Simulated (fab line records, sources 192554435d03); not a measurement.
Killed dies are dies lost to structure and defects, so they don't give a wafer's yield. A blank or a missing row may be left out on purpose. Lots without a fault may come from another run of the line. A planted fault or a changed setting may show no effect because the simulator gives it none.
One fault seen from 2 desks | flow n5_finfet | each desk has only its own numbers; what lay behind them comes last

THE TOOL OWNER'S DESK: pvd_sputter-02
The tool's own readings at N5_BEOL_M12_SPUTTER_44 (material Ta, target thk 10 nm, time 16.13 s): means of the sampled wafers that have a number, for each lot that ran on this tool. A lot is out of limits, marked OUT, if its mean lies more than 4 standard deviations from the usual mean; the brackets give that distance.
Columns: A = susceptor_temp_C at N5_BEOL_M12_SPUTTER_44, usual 50.00 C; B = throttle_valve_pct at N5_BEOL_M12_SPUTTER_44, usual 30.5 %
lot  | first seen here | A     | B
L293 | day 12 02:07    | 49.97 | 30.6
L296 | day 12 05:13    | 49.88 | 30.2
L299 | day 13 10:26    | 49.83 | 30.9
L300 | day 13 14:07    | -     | 32.2
L302 | day 13 21:22    | 50.11 | 31.2
This desk's finding: nothing out of limits on any of the 5 lots.

THE METROLOGY DESK
What the gauges read, lot by lot, whatever tool the lot ran on: means of the sampled wafers that have a number. A lot is out of limits, marked OUT, if its mean lies more than 4 standard deviations from the usual mean; the brackets give that distance.
Columns: A = M12_THK at N5_BEOL_M12_THK_MEAS_50, usual 322 nm; B = M12_RS at N5_BEOL_M12_RS_MEAS_54, usual 0.0602 ohm/sq
lot  | first seen here | A   | B
L293 | day 12 03:11    | 326 | 0.0592
L295 | day 12 04:01    | 321 | 0.0603
L296 | day 12 06:10    | 324 | 0.0600
L299 | day 13 11:20    | 324 | 0.0605
L300 | day 13 15:08    | 320 | 0.0600
L302 | day 13 22:24    | 325 | 0.0601
L305 | day 14 16:08    | 325 | 0.0595
L312 | day 16 13:46    | 324 | 0.0596
L311 | day 16 14:05    | 320 | 0.0602
L313 | day 16 23:58    | 322 | 0.0606
L314 | day 17 10:52    | 326 | 0.0598
This desk's finding: nothing out of limits on any of the 11 lots.

PUT TOGETHER
The tool owner's desk saw nothing out of limits.
The metrology desk saw nothing out of limits.

WHAT THE SIMULATOR HAD PUT IN
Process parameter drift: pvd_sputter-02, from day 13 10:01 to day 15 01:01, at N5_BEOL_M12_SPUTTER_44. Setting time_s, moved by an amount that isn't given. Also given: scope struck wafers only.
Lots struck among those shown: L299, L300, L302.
